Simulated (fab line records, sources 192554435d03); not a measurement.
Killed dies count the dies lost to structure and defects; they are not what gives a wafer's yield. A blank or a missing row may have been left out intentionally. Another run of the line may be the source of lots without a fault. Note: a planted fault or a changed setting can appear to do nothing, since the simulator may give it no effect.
Split-lot trial | flow n5_finfet | route with 1938 steps; 7 lots, 21 wafers read

== ABOUT THE SPLIT ==
At N5_BEOL_M4_ETCH_64 (etches SOC in N2/H2, target depth 75 nm, overetch 22.5 nm, time 121.9 s), the setting bias_w was moved away from the recipe's 150 W on 5 of the 21 wafers read, by +5.1% to +16.3%. The other wafers ran this setting at the recipe's value.

The reading comes from the split's own step.

== THE READING ==
rf_vpp_V, in V, at N5_BEOL_M4_ETCH_64 (etches SOC in N2/H2, target depth 75 nm, overetch 22.5 nm, time 121.9 s). Fault-free wafers of this fab line usually give 524.3 V, standard deviation 2.1 V.

wafer  | tool, chamber at the split | bias_w as run, W | against the recipe | rf_vpp_V, V | against lot-mates on the recipe
L079.1 | rie_diel-01, 3             | 170              | +13.3%             | 567.6       | +43.2
L079.2 | rie_diel-01, 2             | 150              | recipe             | 524.4       | -
L079.5 | rie_diel-01, 3             | 170              | +13.3%             | 567.5       | +43.1
L081.1 | rie_diel-01, 3             | 150              | recipe             | 524.1       | -
L081.4 | rie_diel-01, 2             | 150              | recipe             | 524.6       | -
L081.5 | rie_diel-01, 3             | 150              | recipe             | 523.9       | -
L082.2 | rie_diel-04, 1             | 150              | recipe             | 527.9       | -
L082.4 | rie_diel-04, 0             | 150              | recipe             | 523.4       | -
L082.5 | rie_diel-04, 3             | 150              | recipe             | 523.0       | -
L086.1 | rie_diel-01, 2             | 150              | recipe             | 523.5       | -
L086.5 | rie_diel-01, 2             | 150              | recipe             | 524.8       | -
L086.6 | rie_diel-01, 0             | 150              | recipe             | 529.5       | -
L087.1 | rie_diel-03, 0             | 150              | recipe             | 524.2       | -
L087.2 | rie_diel-03, 2             | 150              | recipe             | 524.6       | -
L087.5 | rie_diel-03, 0             | 150              | recipe             | 526.1       | -
L090.1 | rie_diel-04, 2             | 150              | recipe             | 523.5       | -
L090.5 | rie_diel-04, 1             | 150              | recipe             | 527.7       | -
L090.6 | rie_diel-04, 3             | 174.4            | +16.3%             | 573.8       | +48.2
L096.2 | rie_diel-04, 3             | 157.6            | +5.1%              | 538.6       | +16.3
L096.5 | rie_diel-04, 0             | 157.6            | +5.1%              | 539.6       | +17.3
L096.6 | rie_diel-04, 3             | 150              | recipe             | 522.3       | -

FIT RESULTS
A straight line over all 21 wafers: rf_vpp_V changes by +3.1 V for each +1% of bias_w; r = +0.99; the points scatter about the line by 1.9 V.
The same after taking each lot's own level away (the mean of its wafers on the recipe; 21 wafers): +3.13 V for each +1%; r = +0.99; scatter 1.8 V.
The reading moves by 51 V for the largest change in bias_w, on that fit.
Measured against the standard deviation above, the lots' own levels, which go from 522.30 to 525.93 V, span 1.7 times it.
So the lot-to-lot level changes the slope little: the two slopes agree.
Check: with one of the wafers moved furthest among these (+16.3%) left out of the fit, the line predicts +52.8 V for it against its lot-mates. It came out at +48.2 V against them.
Tool readings at the split's step, against how far the setting was moved: rf_vpp_V r = +0.99.

== FURTHER SPLITS ON THESE WAFERS ==
Other splits were also applied to these wafers ahead of the reading. Each is held against what the fit with the lots' levels taken away leaves over:
other split on the same wafers | wafers away from the commonest value | r with rf_vpp_V (lot level and that fit taken away)
N5_BEOL_M1_EXPOSE_25 dose_mj   | 8                                    | +0.33
N5_BEOL_M1_ETCH_70 source_w    | 5                                    | -0.08
N5_BEOL_M2_COAT_62 spin_rpm    | 6                                    | -0.29
N5_BEOL_M2_COAT_67 spin_rpm    | 7                                    | -0.02
N5_BEOL_M3_ETCH_70 source_w    | 3                                    | +0.14

== THE WHOLE CHAIN: every reading that the file lists as answering this split, in the file's order ==
step               | what it does                                                            | reading                                                                          | change (the file's fit)                | r (the file's)
N5_BEOL_M4_ETCH_64 | etches SOC in N2/H2, target depth 75 nm, overetch 22.5 nm, time 121.9 s | rf_vpp_V                                                                         | +3.09 V for each +1% of the setting    | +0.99
N5_BEOL_M4_ETCH_64 | etches SOC in N2/H2, target depth 75 nm, overetch 22.5 nm, time 121.9 s | SiARC_of_BEOL_M4_COAT_62.thk_nm (the simulator's own value, which no gauge read) | -0.0745 nm for each +1% of the setting | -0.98

== THE FILE'S OWN FIT ==
rf_vpp_V changes by +3.09 V for each +1% of bias_w, r = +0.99.
